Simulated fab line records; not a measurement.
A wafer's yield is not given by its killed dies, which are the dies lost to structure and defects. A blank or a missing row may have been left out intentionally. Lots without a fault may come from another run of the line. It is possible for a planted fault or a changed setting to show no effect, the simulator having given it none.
Matching of chambers | flow nand-harc | rie-diel-02 running NHARC_P_M2_STRIP_18: 4 sister chambers
The step strips in N2/H2. 14 wafers are shown with their chamber, then 7 later ones without.

== EACH WAFER AND ITS CHAMBER ==
wafer  | chamber | drypump-motor-current-A (A) | oes-product-au (a.u.) | rf-vpp-V (V)
L884.1 | 0       | 5.6                         | 1.002                 | 89.6
L884.3 | 2       | 5.4                         | 0.994                 | 91.2
L884.5 | 0       | 5.5                         | 1.012                 | 89.7
L885.1 | 3       | 5.9                         | 0.977                 | 92.6
L885.3 | 0       | 5.6                         | 1.006                 | 91.2
L885.4 | 1       | 6.1                         | 0.997                 | 90.7
L887.3 | 1       | 6.1                         | 0.986                 | 91.3
L887.4 | 2       | 5.4                         | 1.009                 | 89.6
L887.6 | 0       | 5.5                         | 0.997                 | 90.6
L888.2 | 2       | 5.4                         | 1.008                 | 90.9
L888.4 | 3       | 5.9                         | 0.982                 | 91.1
L888.5 | 0       | 5.6                         | 1.009                 | 91.1
L893.4 | 3       | 5.8                         | 0.985                 | 91.5
L893.5 | 3       | 5.8                         | 0.988                 | 90.9

SIGNATURES, as means of the wafers listed above
reading                 | chamber 0 | chamber 1 | chamber 2 | chamber 3 | scatter within a chamber
drypump-motor-current-A | 5.560     | 6.100     | 5.400     | 5.850     | 0.0469
oes-product-au          | 1.00520   | 0.99150   | 1.00367   | 0.98300   | 0.00637
rf-vpp-V                | 90.440    | 91.000    | 90.567    | 91.525    | 0.751
Rule: a wafer's distance from a chamber is the root of the sum, over the readings, of the square of ((its reading less the chamber's mean) divided by the reading's scatter). The wafer belongs to the nearest chamber; if the next one is less than 2 further off, it can't be placed. How the scatter is found: for the shown wafers, subtract from each reading the mean of its chamber, square and add these, divide the total by (wafers less chambers), then take the root.

== WAFERS WHOSE CHAMBER IS MISSING ==
wafer  | drypump-motor-current-A (A) | oes-product-au (a.u.) | rf-vpp-V (V)
L893.6 | 5.6                         | 1.013                 | 90.4
L894.1 | 5.4                         | 1.002                 | 89.6
L894.2 | 5.8                         | 0.998                 | 91.8
L894.4 | 5.6                         | 1.009                 | 90.0
L899.1 | 5.9                         | 0.983                 | 90.6
L899.3 | 5.6                         | 1.016                 | 91.2
L899.5 | 6.1                         | 0.975                 | 91.9

== WHICH CHAMBER EACH WENT THROUGH ==
wafer  | from the rows above | in truth
L893.6 | 0                   | 0
L894.1 | 2                   | 2
L894.2 | 3                   | 3
L894.4 | 0                   | 0
L899.1 | 3                   | 3
L899.3 | 0                   | 0
L899.5 | 1                   | 1
Placed correctly: 7 of 7. Number that these rows cannot place: 0. Number placed wrongly: 0.
